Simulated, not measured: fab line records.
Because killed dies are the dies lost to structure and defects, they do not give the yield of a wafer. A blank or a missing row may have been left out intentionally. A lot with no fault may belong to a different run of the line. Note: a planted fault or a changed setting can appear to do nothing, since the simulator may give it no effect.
fab line records	flow n5-finfet
record: lots: 5	wafers: 15	last-day: 17
route steps=1938 shown BEOL_M2@861 BEOL_M4@1111
lots untouched by any fault: they come from a run of this same line in which no faults occurred
start-h: the number of hours between the record's first day and the start of the first shown wafer of the lot	wait-h: hours from the lot's prior step to this one	" as in the row above	L1.1+2: a single row standing in for several wafers	- no value present, or no start provided	* or withheld: withheld	< > ~ a bound
route shown NAME@n: NAME is a module with steps in the file, n the number in the route of the first one	usual: mean/standard deviation of fault-free wafers	same: alike in all rows	chamber/n: place in a boat	sites: the reading at each site	_std_site: standard deviation of those values	_edge_site: mean of outer sites minus mean of inner sites	radius-mm: how far each site lies from the wafer's centre	mask NAME#n: copy n	behind: tool/chamber where the wafer was last shaped	hold: why the lot was held/for how many hours/how that ended	device: the transistor (n, p or np) that didn't switch	end of line: tests of these same wafers at the route's end	a step without rows: its recipe alone	killed: dies that structure and defects cost at the first sort, which is not the same as the wafer's yield	map: a wafer's dies, x killed, . not, _ none there
set.NAME: the setting as run; set.NAME@STEP: as run at that earlier step	model.NAME: the simulator's own value behind a step, which no gauge read
certain route steps with their lots: each step a table, each wafer a row
services: the hour from which a tool's chamber was out of use, counted from the record's first day as start-h (under 0 if before that day), plus the number of hours and why
== steps ==
step: N5_BEOL_M2_STRIP_65
recipe: chemistry: N2/H2	temp-c: 40	n2-flow-sccm: 200	h2-flow-sccm: 200	rf-frequency-hz: 6e+07
step: N5_BEOL_M2_STRIP_75
recipe: chemistry: N2/H2	temp-c: 40	n2-flow-sccm: 200	h2-flow-sccm: 200	rf-frequency-hz: 6e+07
step: N5_BEOL_M2_STRIP_66
recipe: chemistry: CF4	resist: SiARC	power-w: 300	bias-power-w: 75	pressure-mtorr: 50	cf4-flow-sccm: 150	rf-frequency-hz: 6e+07
usual: drypump-motor-current-A: 5.6/0.52	oes-product-au: 0.81/0.08	rf-vpp-V: 271.7/1.7	showerhead-plenum-p-Torr: 1.82/0.068	throttle-valve-pct: 13.51/0.22
lot.wafer	tool	chamber	start-h	wait-h	drypump-motor-current-A	oes-product-au	rf-hours-counter-h	rf-vpp-V	showerhead-plenum-p-Torr	throttle-valve-pct
L865.1	rie-diel-03	1	146.60	0.0	6.5	0.87	43	273.7	1.89	13.43
L865.4	"	0	"	"	5.5	0.68	242	269.8	1.78	13.76
L865.6	"	0	"	"	5.5	0.68	-	269.6	1.78	13.74
L869.1	rie-diel-04	2	189.40	0.0	6.1	0.78	94	271.3	1.81	13.37
L869.4	"	1	"	"	5.0	0.88	-	272.1	1.90	13.19
L869.5	"	0	"	"	5.3	0.87	-	271.1	1.75	13.40
L878.1	rie-diel-01	3	223.85	0.0	6.3	0.86	44	268.8	1.76	13.51
L878.2	"	1	"	"	5.1	0.85	50	275.2	1.90	13.46
L878.5	"	1	"	"	5.1	0.85	-	273.0	1.90	13.47
L880.1	rie-diel-04	1	242.84	0.0	5.0	0.85	46	272.2	1.89	13.23
L880.5	"	1	"	"	5.0	0.84	-	272.9	1.89	13.24
L880.6	"	2	"	"	6.1	0.77	-	271.6	1.80	13.39
L882.1	rie-diel-01	2	261.45	0.0	5.3	0.85	48	274.7	1.89	13.41
L882.5	"	1	"	"	5.1	0.83	-	273.5	1.89	13.48
L882.6	"	0	"	"	5.7	0.77	-	271.9	1.80	13.53
step: N5_BEOL_M2_HM_OPEN_17
recipe: chemistry: Cl2/BCl3	target-depth-a: 200	overetch-a: 60	target: TiN	mask-material: SOC	ion-energy-ev: 150	pressure-mtorr: 10	icp-w: 1000	bias-w: 126	Cl2_flow_sccm: 53.25	bcl3-flow-sccm: 21.75	Ar_flow_sccm: 25
usual: drypump-motor-current-A: 5.6/0.38	oes_ar_750_au: 0.79/0.087	oes-product-au: 0.67/0.074	throttle-valve-pct: 22.12/0.14
lot.wafer	tool	chamber	start-h	wait-h	drypump-motor-current-A	oes_ar_750_au	oes-product-au	rf-hours-counter-h	throttle-valve-pct
L865.1	rie-metal-03	0	146.64	0.0	4.9	0.81	0.69	35	22.37
L865.4	"	1	"	"	5.8	0.77	0.67	-	22.01
L865.6	"	0	"	"	4.9	0.81	0.68	-	22.34
L869.1	rie-metal-02	1	189.44	0.0	5.5	0.67	0.58	79	22.08
L869.4	"	0	"	"	6.0	0.85	0.76	-	21.97
L869.5	"	0	"	"	6.0	0.85	0.76	-	21.97
L878.1	rie-metal-02	1	223.89	0.0	5.5	0.67	0.57	82	22.08
L878.2	"	0	"	"	6.0	0.85	0.75	19	21.98
L878.5	"	1	"	"	5.5	0.67	0.57	-	22.10
L880.1	rie-metal-02	1	242.88	0.0	5.5	0.66	0.57	84	22.09
L880.5	"	0	"	"	6.0	0.84	0.73	-	21.98
L880.6	"	1	"	"	5.5	0.67	0.58	-	22.08
L882.1	rie-metal-02	1	261.49	0.0	5.6	0.66	0.57	86	22.10
L882.5	"	1	"	"	5.6	0.66	0.57	-	22.09
L882.6	"	0	"	"	5.9	0.83	0.74	-	22.00
step: N5_BEOL_M2_STRIP_19
recipe: chemistry: O2	power-w: 400	temp-c: 40	pressure-mtorr: 30	rf-frequency-hz: 6e+07	bias-power-w: 0	overash-fraction: 0.2	o2-flow-sccm: 225
usual: drypump-motor-current-A: 5.6/0.51	oes-product-au: 0.83/0.078	rf-vpp-V: 3.6/0.42	showerhead-plenum-p-Torr: 2.13/0.085	throttle-valve-pct: 16.62/0.16
lot.wafer	tool	chamber	start-h	wait-h	drypump-motor-current-A	oes-product-au	rf-hours-counter-h	rf-vpp-V	showerhead-plenum-p-Torr	throttle-valve-pct
L865.1	rie-diel-01	1	146.76	0.1	5.1	0.91	25	3.9	2.23	16.53
L865.4	"	0	"	"	5.8	0.81	-	4.0	2.12	16.54
L865.6	"	3	"	"	6.3	0.92	-	3.5	2.06	16.63
L869.1	rie-diel-01	1	189.59	0.1	5.1	0.89	39	3.1	2.23	16.57
L869.4	"	3	"	"	6.3	0.88	32	4.0	2.06	16.64
L869.5	"	3	"	"	6.3	0.88	-	4.1	2.06	16.66
L878.1	rie-diel-01	3	224.00	0.1	6.3	0.86	44	3.4	2.05	16.68
L878.2	"	2	"	"	5.3	0.89	33	3.6	2.23	16.52
L878.5	"	1	"	"	5.1	0.86	-	3.7	2.22	16.57
L880.1	rie-diel-04	3	242.99	0.1	6.1	0.93	16	4.0	2.22	16.55
L880.5	"	2	"	"	6.1	0.78	-	4.2	2.12	16.54
L880.6	"	1	"	"	5.0	0.85	-	4.4	2.22	16.37
L882.1	rie-diel-03	0	261.67	0.1	5.5	0.91	29	2.8	2.04	16.32
L882.5	"	3	"	"	4.8	0.69	-	3.7	2.16	17.02
L882.6	"	2	"	"	5.3	0.70	-	4.2	1.98	16.83
step: N5_BEOL_M2_CD_MEAS_18
recipe: pitch-nm: 36	target-cd-nm: 18
usual: cd-nm: 18.02/0.29
lot.wafer	tool	chamber	start-h	wait-h	cd-nm
L865.1	cd-sem-01	-	146.83	0.0	18.24
L865.4	"	-	"	"	18.28
L865.6	"	-	"	"	18.02
L869.1	cd-sem-02	-	189.67	0.1	17.46
L869.4	"	-	"	"	17.75
L869.5	"	-	"	"	17.50
L878.1	cd-sem-01	-	224.07	0.0	18.31
L878.2	"	-	"	"	17.74
L878.5	"	-	"	"	18.14
L880.1	cd-sem-01	-	243.06	0.0	17.98
L880.5	"	-	"	"	17.96
L880.6	"	-	"	"	18.21
L882.1	cd-sem-03	-	261.74	0.0	18.14
L882.5	"	-	"	"	18.01
L882.6	"	-	"	"	18.06
step: N5_BEOL_M2_COAT_67
recipe: resist: SOC	temp-c: 250	time-s: 60	spin-rpm: 1500	resist-thk-nm: 60
step: N5_BEOL_M2_COAT_68
recipe: resist: SiARC	temp-c: 220	time-s: 60	spin-rpm: 1500	resist-thk-nm: 12
step: N5_BEOL_M2_COAT_76
recipe: resist: underlayer	temp-c: 205	time-s: 60	spin-rpm: 1500	resist-thk-nm: 5
step: N5_BEOL_M2_COAT_22
recipe: resist: CAR-EUV	spin-rpm: 1500	resist-thk-nm: 30
step: N5_BEOL_M2_EBR_24
recipe: solvent: PGMEA	ebr-width-mm: 1.5
step: N5_BEOL_M2_SOFTBAKE_23
recipe: temp-c: 110	time-s: 60	resist: CAR-EUV
step: N5_BEOL_M2_EXPOSE_25
recipe: mask-id: V1	na: 0.33	source-shape: quasar	sigma-inner: 0.2	sigma-outer: 0.8	polarization: unpolarized	defocus-nm: 5	dose-mj: 63
usual: exposure-dose-mJ-cm2: 63.2/0.55
same: sigma-outer: 0.8
lot.wafer	tool	chamber	start-h	wait-h	mask	exposure-dose-mJ-cm2
L865.1	euv-scanner-01	0	147.01	-	V1#0	62.7
L865.4	"	0	"	"	V1#0	62.8
L865.6	"	0	"	"	V1#0	62.8
L869.1	euv-scanner-02	0	189.97	-	V1#0	63.8
L869.4	"	0	"	"	V1#0	63.8
L869.5	"	0	"	"	V1#0	63.8
L878.1	euv-scanner-01	0	224.24	-	V1#0	65.9
L878.2	"	0	"	"	V1#0	66.0
L878.5	"	0	"	"	V1#0	65.9
L880.1	euv-scanner-02	0	243.24	-	V1#0	63.9
L880.5	"	0	"	"	V1#0	63.9
L880.6	"	0	"	"	V1#0	63.9
L882.1	euv-scanner-02	0	262.04	-	V1#0	63.8
L882.5	"	0	"	"	V1#0	63.9
L882.6	"	0	"	"	V1#0	63.9
step: N5_BEOL_M2_PEB_26
recipe: peb-temp-c: 100	peb-time-s: 60	resist: CAR-EUV
step: N5_BEOL_M2_DEVELOP_27
recipe: develop-time-s: 30	developer: TMAH	resist: CAR-EUV	rinse-liquid: surfactant-rinse	dry: air-spin	dev-temp-c: 23
step: N5_BEOL_M2_CD_MEAS_28
recipe: target-cd-nm: 26.2	landing-energy-ev: 500	detector: se-inlens	target-cd-y-nm: 24.1	polarity: opening
usual: cd-nm: 26.24/0.24
lot.wafer	tool	chamber	start-h	wait-h	cd-nm
L865.1	cd-sem-01	0	147.15	-	26.15
L865.4	"	0	"	"	26.23
L865.6	"	0	"	"	26.14
L869.1	cd-sem-02	0	190.11	-	26.25
L869.4	"	0	"	"	26.40
L869.5	"	0	"	"	26.10
L878.1	cd-sem-01	0	224.39	-	27.49
L878.2	"	0	"	"	27.37
L878.5	"	0	"	"	27.31
L880.1	cd-sem-03	0	243.38	-	26.50
L880.5	"	0	"	"	26.29
L880.6	"	0	"	"	26.77
L882.1	cd-sem-03	0	262.18	-	26.29
L882.5	"	0	"	"	26.26
L882.6	"	0	"	"	26.63
step: N5_BEOL_M2_OVL_MEAS_29
recipe: points-per-wafer: 522
usual: V1_OVL: -0.3/0.7
lot.wafer	tool	chamber	start-h	wait-h	V1_OVL[nm]
L865.1	overlay-02	0	147.18	0.0	-0.1
L865.4	"	0	"	"	-0.3
L865.6	"	0	"	"	0.3
L869.1	overlay-01	0	190.15	0.0	0.9
L869.4	"	0	"	"	-0.6
L869.5	"	0	"	"	-0.3
L878.1	overlay-02	0	224.42	0.0	0.7
L878.2	"	0	"	"	-1.2
L878.5	"	0	"	"	0.5
L880.1	overlay-02	0	243.41	0.0	-0.4
L880.5	"	0	"	"	-0.4
L880.6	"	0	"	"	-0.8
L882.1	overlay-01	0	262.21	0.0	0.3
L882.5	"	0	"	"	-0.4
L882.6	"	0	"	"	-0.7
step: N5_BEOL_M4_RC_MEAS_101
usual: DIBL_N: 36.6/1.1	DIBL_P: 36.8/1.6	IOFF_N: 0.169/0.024	IOFF_P: 0.206/0.028	ION_N: 679/9.2	ION_P: 462/7	SS_N: 71.6/0.57	SS_P: 73.3/0.57	VT_N: 248.8/2.4	VT_P: -251/3
lot.wafer	tool	chamber	start-h	wait-h	DIBL_N[mV/V]	DIBL_P[mV/V]	IOFF_N[nA/um]	IOFF_P[nA/um]	ION_N[uA/um]	ION_P[uA/um]	SS_N[mV/dec]	SS_P[mV/dec]	VT_N[mV]	VT_P[mV]
L865.1	prober-02	0	196.11	0.0	35.2	34.0	0.161	0.197	681	466	71.3	72.9	248.0	-251
L865.4	"	0	"	"	34.8	33.5	0.148	0.184	674	459	71.0	72.1	247.5	-250
L865.6	"	0	"	"	35.4	33.1	0.151	0.173	672	454	71.3	71.9	248.5	-251
L869.1	prober-01	0	233.44	0.0	37.9	38.0	0.196	0.239	686	467	71.7	73.5	245.9	-249
L869.4	"	0	"	"	39.0	39.8	0.228	0.266	700	476	72.4	74.6	245.5	-249
L869.5	"	0	"	"	37.3	38.7	0.184	0.236	672	463	71.7	73.2	248.7	-246
L878.1	prober-02	0	277.83	0.0	36.0	36.8	0.155	0.178	663	456	70.9	73.4	250.1	-255
L878.2	"	0	"	"	35.7	36.2	0.149	0.173	679	454	71.6	73.2	251.4	-253
L878.5	"	0	"	"	34.2	35.0	0.123	0.154	660	458	71.1	72.5	252.5	-256
L880.1	prober-02	0	299.70	0.0	35.9	35.0	0.155	0.153	684	452	71.2	73.8	250.7	-258
L880.5	"	0	"	"	36.9	36.4	0.164	0.167	680	448	72.1	73.6	250.2	-260
L880.6	"	0	"	"	37.3	37.0	0.183	0.181	683	455	71.7	73.0	248.9	-257
L882.1	prober-02	0	306.75	0.0	34.3	33.2	0.129	0.190	671	460	71.2	72.1	251.4	-249
L882.5	"	0	"	"	34.7	34.1	0.139	0.202	683	462	71.3	72.2	248.3	-247
L882.6	"	0	"	"	37.2	37.5	0.203	0.264	701	476	71.9	73.1	245.0	-245
== services ==
tool	chamber	start-h	hours	kind
euv-scanner-02	-	124.21	1.0	pm
rie-metal-03	-	125.32	1.4	pm
rie-diel-01	-	129.43	10.9	repair
euv-scanner-02	-	132.66	12.0	pm
rie-diel-04	3	138.33	9.4	repair
rie-diel-01	2	143.52	8.2	repair
euv-scanner-01	-	144.66	1.0	pm
rie-diel-03	0	165.44	-	clean
euv-scanner-02	-	169.66	0.6	repair
rie-metal-03	0	173.53	3.5	repair
euv-scanner-01	-	174.16	4.6	pm
euv-scanner-02	-	178.76	1.0	pm
rie-metal-03	0	179.32	4.5	repair
rie-diel-04	3	182.81	-	clean
rie-diel-04	3	182.81	-	consumable-replace:focus-ring
rie-diel-04	3	182.81	-	consumable-replace:showerhead
rie-diel-04	3	182.81	17.6	scheduled-down
rie-diel-04	3	182.81	17.6	vent-cycle
euv-scanner-01	-	197.73	1.0	pm
euv-scanner-02	0	228.76	-	calibration
euv-scanner-02	-	229.62	0.8	repair
euv-scanner-02	-	234.62	1.0	pm
euv-scanner-02	-	253.28	0.4	repair
euv-scanner-01	-	253.92	1.0	pm
== key ==
first-sign: step: N5_BEOL_M2_EXPOSE_25	reading: exposure-dose-mJ-cm2	direction: up	sigmas: 4.9	usual: 63.2	struck: 65.9
effect: step: N5_BEOL_M2_CD_MEAS_28	reading: cd-nm	direction: up	sigmas: 4.8	usual: 26.24	struck: 27.39
met-at N5_BEOL_M2_EXPOSE_25
struck-wafers L878.1,L878.2,L878.5
onset-between 147.01 224.24
fault: kind: process-parameter-drift	tool: euv-scanner-01	chamber: -	onset-h: 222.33	steps: N5_BEOL_M2_EXPOSE_25	channel: dose-mj	offset: 3.1376	shape: step	acts-in: these-recipes-only	stated: 63
